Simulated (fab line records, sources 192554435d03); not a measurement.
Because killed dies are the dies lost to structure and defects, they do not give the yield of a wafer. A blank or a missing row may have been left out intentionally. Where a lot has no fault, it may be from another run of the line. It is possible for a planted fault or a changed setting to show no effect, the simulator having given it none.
Matching of chambers | flow n5-finfet | N5_PMOS_HMC_CHANNEL_EPI_STRIP_33 on rie-diel-03: 4 sister chambers
The step strips in N2/H2. 18 wafers are shown with their chamber, then 9 later ones without.

WAFERS WITH THEIR CHAMBER
wafer  | chamber | drypump-motor-current-A (A) | showerhead-plenum-p-Torr (Torr) | throttle-valve-pct (%)
L075.2 | 2       | 6.2                         | 3.25                            | 19.26
L075.4 | 0       | 6.1                         | 3.23                            | 18.52
L075.6 | 1       | 4.7                         | 3.45                            | 18.83
L077.1 | 1       | 4.7                         | 3.45                            | 18.85
L077.2 | 3       | 6.2                         | 3.27                            | 18.82
L077.5 | 2       | 6.2                         | 3.25                            | 19.27
L078.2 | 1       | 4.7                         | 3.45                            | 18.88
L078.4 | 2       | 6.2                         | 3.25                            | 19.28
L078.6 | 3       | 6.3                         | 3.27                            | 18.84
L079.3 | 1       | 4.7                         | 3.45                            | 18.88
L079.4 | 3       | 6.2                         | 3.27                            | 18.83
L079.6 | 3       | 6.2                         | 3.27                            | 18.84
L082.2 | 2       | 6.2                         | 3.24                            | 19.33
L082.4 | 0       | 6.1                         | 3.23                            | 18.55
L082.6 | 3       | 6.2                         | 3.26                            | 18.85
L088.1 | 3       | 6.2                         | 3.26                            | 18.86
L088.4 | 1       | 4.7                         | 3.44                            | 18.86
L088.6 | 0       | 6.1                         | 3.22                            | 18.57

SIGNATURES (means of the wafers above)
reading                  | chamber 0 | chamber 1 | chamber 2 | chamber 3 | scatter within a chamber
drypump-motor-current-A  | 6.100     | 4.700     | 6.200     | 6.217     | 0.0244
showerhead-plenum-p-Torr | 3.2267    | 3.4480    | 3.2475    | 3.2667    | 0.00504
throttle-valve-pct       | 18.5467   | 18.8600   | 19.2850   | 18.8400   | 0.0223
Rule: for each reading, subtract the chamber's mean from the wafer's reading, divide by that reading's scatter and square the result; add these up over the readings and take the root, which gives the wafer's distance from the chamber. The wafer belongs to the nearest chamber; if the next one is less than 2 further off, it can't be placed. The scatter is the square root of a quotient: the sum, over the shown wafers, of each reading's squared deviation from its chamber's mean, divided by wafers minus chambers.

WAFERS WITHOUT THEIR CHAMBER
wafer  | drypump-motor-current-A (A) | showerhead-plenum-p-Torr (Torr) | throttle-valve-pct (%)
L089.1 | 6.2                         | 3.22                            | 18.58
L089.5 | 4.7                         | 3.44                            | 18.87
L089.6 | 6.2                         | 3.24                            | 19.31
L092.1 | 4.7                         | 3.43                            | 18.91
L092.2 | 6.2                         | 3.26                            | 18.87
L092.4 | 6.1                         | 3.22                            | 18.59
L097.1 | 4.7                         | 3.43                            | 18.93
L097.3 | 6.2                         | 3.25                            | 18.89
L097.5 | 4.7                         | 3.43                            | 18.89

THE CHAMBER EACH PASSED THROUGH
wafer  | from the rows above | in truth
L089.1 | 0                   | 0
L089.5 | 1                   | 1
L089.6 | 2                   | 2
L092.1 | 1                   | 1
L092.2 | 3                   | 3
L092.4 | 0                   | 0
L097.1 | 1                   | 1
L097.3 | 3                   | 3
L097.5 | 1                   | 1
Correct placement for 9 of the 9. Not placeable from these rows: 0. 0 placed wrongly.
